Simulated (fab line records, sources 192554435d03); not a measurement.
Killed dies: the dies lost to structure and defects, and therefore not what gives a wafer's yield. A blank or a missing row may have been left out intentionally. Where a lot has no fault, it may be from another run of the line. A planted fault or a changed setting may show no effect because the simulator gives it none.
The tool behind it: which one? || flow n5Finfet || 10 lots with 30 wafers sampled at 4 steps, on a route of 1938 steps

## WHAT EACH GAUGE READ, for each wafer
N5_MOL_CONTACT_COAG_CD_MEAS_84 targets a cd of 25.1 nm. Usual: cdNm reads 25.10 nm (standard deviation 0.25).
{"lot": "L446", "measured": "day 5 12:10", "on": "cdSem-02", "cdNm (nm)": "25.07 25.09 24.96", "flag": ""}
{"lot": "L448", "measured": "day 6 05:57", "on": "cdSem-02", "cdNm (nm)": "25.14 25.21 24.95", "flag": ""}
{"lot": "L455", "measured": "day 8 02:17", "on": "cdSem-03", "cdNm (nm)": "25.02 25.01 25.15", "flag": ""}
{"lot": "L456", "measured": "day 8 06:55", "on": "cdSem-03", "cdNm (nm)": "25.66 25.82 25.49", "flag": ""}
{"lot": "L458", "measured": "day 8 16:40", "on": "cdSem-01", "cdNm (nm)": "24.98 25.59 24.98", "flag": ""}
{"lot": "L459", "measured": "day 8 19:44", "on": "cdSem-02", "cdNm (nm)": "25.23 25.16 25.26", "flag": ""}
{"lot": "L463", "measured": "day 10 07:01", "on": "cdSem-01", "cdNm (nm)": "25.30 25.17 25.22", "flag": ""}
{"lot": "L465", "measured": "day 10 10:13", "on": "cdSem-02", "cdNm (nm)": "25.24 24.86 24.85", "flag": ""}
{"lot": "L466", "measured": "day 10 17:08", "on": "cdSem-02", "cdNm (nm)": "24.95 24.76 24.98", "flag": ""}
{"lot": "L467", "measured": "day 10 20:20", "on": "cdSem-03", "cdNm (nm)": "25.46 25.08 25.01", "flag": ""}

N5_MOL_CONTACT_COAG_CD_MEAS_137 targets a cd of 16 nm. Usual: cdNm reads 16.03 nm (standard deviation 0.3).
{"lot": "L446", "measured": "day 5 13:10", "on": "cdSem-03", "cdNm (nm)": "16.35 16.48 16.32", "flag": ""}
{"lot": "L448", "measured": "day 6 06:53", "on": "cdSem-02", "cdNm (nm)": "15.75 16.41 15.98", "flag": ""}
{"lot": "L455", "measured": "day 8 03:26", "on": "cdSem-03", "cdNm (nm)": "15.91 15.65 16.25", "flag": ""}
{"lot": "L456", "measured": "day 8 08:01", "on": "cdSem-03", "cdNm (nm)": "15.84 16.84 16.47", "flag": ""}
{"lot": "L458", "measured": "day 8 17:35", "on": "cdSem-02", "cdNm (nm)": "15.99 17.23 17.21", "flag": ""}
{"lot": "L459", "measured": "day 8 20:40", "on": "cdSem-03", "cdNm (nm)": "17.05 15.77 17.45", "flag": ""}
{"lot": "L463", "measured": "day 10 07:57", "on": "cdSem-03", "cdNm (nm)": "16.15 15.92 15.73", "flag": ""}
{"lot": "L465", "measured": "day 10 11:43", "on": "cdSem-01", "cdNm (nm)": "15.94 16.03 16.16", "flag": ""}
{"lot": "L466", "measured": "day 10 19:31", "on": "cdSem-02", "cdNm (nm)": "16.26 16.12 15.92", "flag": ""}
{"lot": "L467", "measured": "day 10 23:37", "on": "cdSem-03", "cdNm (nm)": "16.14 15.92 16.37", "flag": ""}

## WHAT TOOL EACH LOT RAN ON (gives the tool, then ch and the chambers of the sampled wafers, and finally the start)
{"lot": "L446", "N5_MOL_CONTACT_COAG_ETCH_91": "rieDiel-02 ch 1,2, day 5 12:41", "N5_MOL_CONTACT_COAG_STRIP_119": "plasmaAsher-01 ch 0,1, day 5 13:01"}
{"lot": "L448", "N5_MOL_CONTACT_COAG_ETCH_91": "rieDiel-02 ch 0,2,3, day 6 06:25", "N5_MOL_CONTACT_COAG_STRIP_119": "plasmaAsher-01 ch 0,1, day 6 06:44"}
{"lot": "L455", "N5_MOL_CONTACT_COAG_ETCH_91": "rieDiel-02 ch 1,2,3, day 8 02:59", "N5_MOL_CONTACT_COAG_STRIP_119": "plasmaAsher-01 ch 0,1, day 8 03:17"}
{"lot": "L456", "N5_MOL_CONTACT_COAG_ETCH_91": "rieDiel-02 ch 1,2,3, day 8 07:33", "N5_MOL_CONTACT_COAG_STRIP_119": "plasmaAsher-01 ch 0,1, day 8 07:52"}
{"lot": "L458", "N5_MOL_CONTACT_COAG_ETCH_91": "rieDiel-02 ch 0,1,3, day 8 17:08", "N5_MOL_CONTACT_COAG_STRIP_119": "plasmaAsher-02 ch 0,1, day 8 17:27"}
{"lot": "L459", "N5_MOL_CONTACT_COAG_ETCH_91": "rieDiel-02 ch 0,1,3, day 8 20:12", "N5_MOL_CONTACT_COAG_STRIP_119": "plasmaAsher-01 ch 0,1, day 8 20:32"}
{"lot": "L463", "N5_MOL_CONTACT_COAG_ETCH_91": "rieDiel-04 ch 1,2,3, day 10 07:29", "N5_MOL_CONTACT_COAG_STRIP_119": "plasmaAsher-02 ch 0,1, day 10 07:49"}
{"lot": "L465", "N5_MOL_CONTACT_COAG_ETCH_91": "rieDiel-06 ch 1,2,3, day 10 11:16", "N5_MOL_CONTACT_COAG_STRIP_119": "plasmaAsher-01 ch 0,1, day 10 11:34"}
{"lot": "L466", "N5_MOL_CONTACT_COAG_ETCH_91": "rieDiel-06 ch 0,1,2, day 10 19:03", "N5_MOL_CONTACT_COAG_STRIP_119": "plasmaAsher-02 ch 0, day 10 19:22"}
{"lot": "L467", "N5_MOL_CONTACT_COAG_ETCH_91": "rieDiel-06 ch 0,2,3, day 10 23:10", "N5_MOL_CONTACT_COAG_STRIP_119": "plasmaAsher-01 ch 0,1, day 10 23:28"}
- N5_MOL_CONTACT_COAG_ETCH_91: etches SOC in N2/H2, target depth 60 nm, overetch 21 nm, time 101.2 s.
- N5_MOL_CONTACT_COAG_STRIP_119: strips in N2/H2, time 30 s.

## WHAT THE TOOLS THEMSELVES READ (means of the sampled wafers that have a number; where no wafer has one, the mark that the record gives instead)
N5_MOL_CONTACT_COAG_ETCH_91. Usual: biasW 150.1 W, standard deviation 0.45; drypumpMotorCurrentA 5.6 A, standard deviation 0.54; oesProductAu 0.69 a.u., standard deviation 0.072; rfVppV 524.3 V, standard deviation 2.1; showerheadPlenumPTorr 2.56 Torr, standard deviation 0.071; throttleValvePct 17.76 %, standard deviation 0.25.
{"lot": "L446", "tool": "rieDiel-02", "biasW (W)": 149.8, "drypumpMotorCurrentA (A)": 5.5, "oesProductAu (a.u.)": 0.74, "rfVppV (V)": 524.4, "showerheadPlenumPTorr (Torr)": 2.55, "throttleValvePct (%)": 17.88, "flag": ""}
{"lot": "L448", "tool": "rieDiel-02", "biasW (W)": 150.5, "drypumpMotorCurrentA (A)": 5.3, "oesProductAu (a.u.)": 0.67, "rfVppV (V)": 524.3, "showerheadPlenumPTorr (Torr)": 2.56, "throttleValvePct (%)": 17.89, "flag": ""}
{"lot": "L455", "tool": "rieDiel-02", "biasW (W)": 150.1, "drypumpMotorCurrentA (A)": 5.9, "oesProductAu (a.u.)": 0.73, "rfVppV (V)": 524.4, "showerheadPlenumPTorr (Torr)": 2.59, "throttleValvePct (%)": 17.76, "flag": ""}
{"lot": "L456", "tool": "rieDiel-02", "biasW (W)": 150.0, "drypumpMotorCurrentA (A)": 5.8, "oesProductAu (a.u.)": 0.73, "rfVppV (V)": 525.2, "showerheadPlenumPTorr (Torr)": 2.58, "throttleValvePct (%)": 17.77, "flag": ""}
{"lot": "L458", "tool": "rieDiel-02", "biasW (W)": 149.8, "drypumpMotorCurrentA (A)": 5.9, "oesProductAu (a.u.)": 0.77, "rfVppV (V)": 526.1, "showerheadPlenumPTorr (Torr)": 2.63, "throttleValvePct (%)": 17.64, "flag": ""}
{"lot": "L459", "tool": "rieDiel-02", "biasW (W)": 149.9, "drypumpMotorCurrentA (A)": 5.9, "oesProductAu (a.u.)": 0.76, "rfVppV (V)": 526.2, "showerheadPlenumPTorr (Torr)": 2.63, "throttleValvePct (%)": 17.64, "flag": ""}
{"lot": "L463", "tool": "rieDiel-04", "biasW (W)": 149.9, "drypumpMotorCurrentA (A)": 5.4, "oesProductAu (a.u.)": 0.66, "rfVppV (V)": 524.3, "showerheadPlenumPTorr (Torr)": 2.55, "throttleValvePct (%)": 17.81, "flag": ""}
{"lot": "L465", "tool": "rieDiel-06", "biasW (W)": 150.1, "drypumpMotorCurrentA (A)": 5.5, "oesProductAu (a.u.)": 0.67, "rfVppV (V)": 523.1, "showerheadPlenumPTorr (Torr)": 2.53, "throttleValvePct (%)": 17.89, "flag": ""}
{"lot": "L466", "tool": "rieDiel-06", "biasW (W)": 150.2, "drypumpMotorCurrentA (A)": 5.7, "oesProductAu (a.u.)": 0.67, "rfVppV (V)": 523.9, "showerheadPlenumPTorr (Torr)": 2.52, "throttleValvePct (%)": 17.81, "flag": ""}
{"lot": "L467", "tool": "rieDiel-06", "biasW (W)": 150.1, "drypumpMotorCurrentA (A)": 5.6, "oesProductAu (a.u.)": 0.62, "rfVppV (V)": 522.3, "showerheadPlenumPTorr (Torr)": 2.50, "throttleValvePct (%)": 17.94, "flag": ""}

N5_MOL_CONTACT_COAG_STRIP_119. Usual: drypumpMotorCurrentA 6.3 A, standard deviation 0.36; heaterPowerW 334 W, standard deviation 21.
{"lot": "L446", "tool": "plasmaAsher-01", "drypumpMotorCurrentA (A)": 6.2, "heaterPowerW (W)": 352, "flag": ""}
{"lot": "L448", "tool": "plasmaAsher-01", "drypumpMotorCurrentA (A)": 6.2, "heaterPowerW (W)": 348, "flag": ""}
{"lot": "L455", "tool": "plasmaAsher-01", "drypumpMotorCurrentA (A)": 6.2, "heaterPowerW (W)": 347, "flag": ""}
{"lot": "L456", "tool": "plasmaAsher-01", "drypumpMotorCurrentA (A)": 5.8, "heaterPowerW (W)": 352, "flag": ""}
{"lot": "L458", "tool": "plasmaAsher-02", "drypumpMotorCurrentA (A)": 6.5, "heaterPowerW (W)": 319, "flag": ""}
{"lot": "L459", "tool": "plasmaAsher-01", "drypumpMotorCurrentA (A)": 6.2, "heaterPowerW (W)": 349, "flag": ""}
{"lot": "L463", "tool": "plasmaAsher-02", "drypumpMotorCurrentA (A)": 6.4, "heaterPowerW (W)": 322, "flag": ""}
{"lot": "L465", "tool": "plasmaAsher-01", "drypumpMotorCurrentA (A)": 6.2, "heaterPowerW (W)": 347, "flag": ""}
{"lot": "L466", "tool": "plasmaAsher-02", "drypumpMotorCurrentA (A)": 6.4, "heaterPowerW (W)": 330, "flag": ""}
{"lot": "L467", "tool": "plasmaAsher-01", "drypumpMotorCurrentA (A)": 6.2, "heaterPowerW (W)": 349, "flag": ""}

## THE ANSWER, worked out from the rows above alone
Rule: a lot counts as off when the mean over its wafers that have a number is more than 3 standard deviations away from the usual mean. Also off: a lot with no number at a reading for which 4 or more lots have one. Any other lot the step has rows for is counted as sound. Order of review: gauges by route order, followed by the tools' own readings, for which a lot's mean as printed above is used. The first step at which some lot is off is used, and at that step the reading that is off furthest; a lot without a number counts as furthest.
Across all readings shown, no lot is off: no conclusion can be drawn from this.

## WHAT THE SIMULATOR PUT IN
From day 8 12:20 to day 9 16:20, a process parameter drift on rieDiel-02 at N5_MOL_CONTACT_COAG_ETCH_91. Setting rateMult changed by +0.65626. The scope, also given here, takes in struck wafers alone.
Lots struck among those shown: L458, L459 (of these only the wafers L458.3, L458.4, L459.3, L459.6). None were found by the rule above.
